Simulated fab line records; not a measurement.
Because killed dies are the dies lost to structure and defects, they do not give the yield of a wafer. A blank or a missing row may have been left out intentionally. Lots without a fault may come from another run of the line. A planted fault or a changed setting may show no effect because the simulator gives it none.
One fault through the eyes of 2 desks / flow n5 finfet / each desk holds nothing but its own numbers, with what lay behind them at the end

## AT THE METROLOGY DESK
Lot by lot, what the gauges showed, no matter which tool ran the lot: averages of those sampled wafers that carry a number. Marked OUT: a lot whose mean sits more than 4 standard deviations from the usual mean, which makes it out of limits; the brackets give that distance. 7 of its 10 readings are shown, namely those furthest out on some lot.
Columns: A = DIBL_N at N5_BEOL_M4_RC_MEAS_101, usual 36.0 mV/V; B = IOFF_N at N5_BEOL_M4_RC_MEAS_101, usual 0.16 nA/um; C = IOFF_P at N5_BEOL_M4_RC_MEAS_101, usual 0.21 nA/um; D = ION_N at N5_BEOL_M4_RC_MEAS_101, usual 671 uA/um; E = ION_P at N5_BEOL_M4_RC_MEAS_101, usual 461 uA/um; F = VT_N at N5_BEOL_M4_RC_MEAS_101, usual 251 mV; G = VT_P at N5_BEOL_M4_RC_MEAS_101, usual -250 mV
lot=L807; first seen here=day 8 21:24; A=31.8; B=0.10; C=0.15; D=645; E=446; F=259; G=-258
lot=L817; first seen here=day 11 12:21; A=35.1; B=0.13; C=0.17; D=663; E=453; F=253; G=-254
lot=L822; first seen here=day 12 07:10; A=36.9; B=0.18; C=0.23; D=690; E=467; F=248; G=-250
Result from this desk: across the 3 lots, nothing is out of limits.

## THE TOOL OWNER'S DESK: ald sin-01
The tool's own readings at N5_FIN_SAQP_ALD_61 (deposits SiO2, target thk 4 nm, pulse time 1 s, purge time 2 s): means of the sampled wafers that have a number, for each lot that ran on this tool. Marked OUT: a lot whose mean sits more than 4 standard deviations from the usual mean, which makes it out of limits; the brackets give that distance.
Columns: A = heater power w at N5_FIN_SAQP_ALD_61, usual 484 W; B = precursor pulse height rel at N5_FIN_SAQP_ALD_61, usual 1.003
lot=L807; first seen here=day 2 02:59; A=510; B=1.003
lot=L817; first seen here=day 4 15:02; A=496; B=0.985
Result from this desk: across the 2 lots, nothing is out of limits.

## ALL TOGETHER
Metrology desk: nothing out of limits seen.
Nothing out of limits was seen by the tool owner's desk.

## WHAT THE SIMULATOR PUT IN
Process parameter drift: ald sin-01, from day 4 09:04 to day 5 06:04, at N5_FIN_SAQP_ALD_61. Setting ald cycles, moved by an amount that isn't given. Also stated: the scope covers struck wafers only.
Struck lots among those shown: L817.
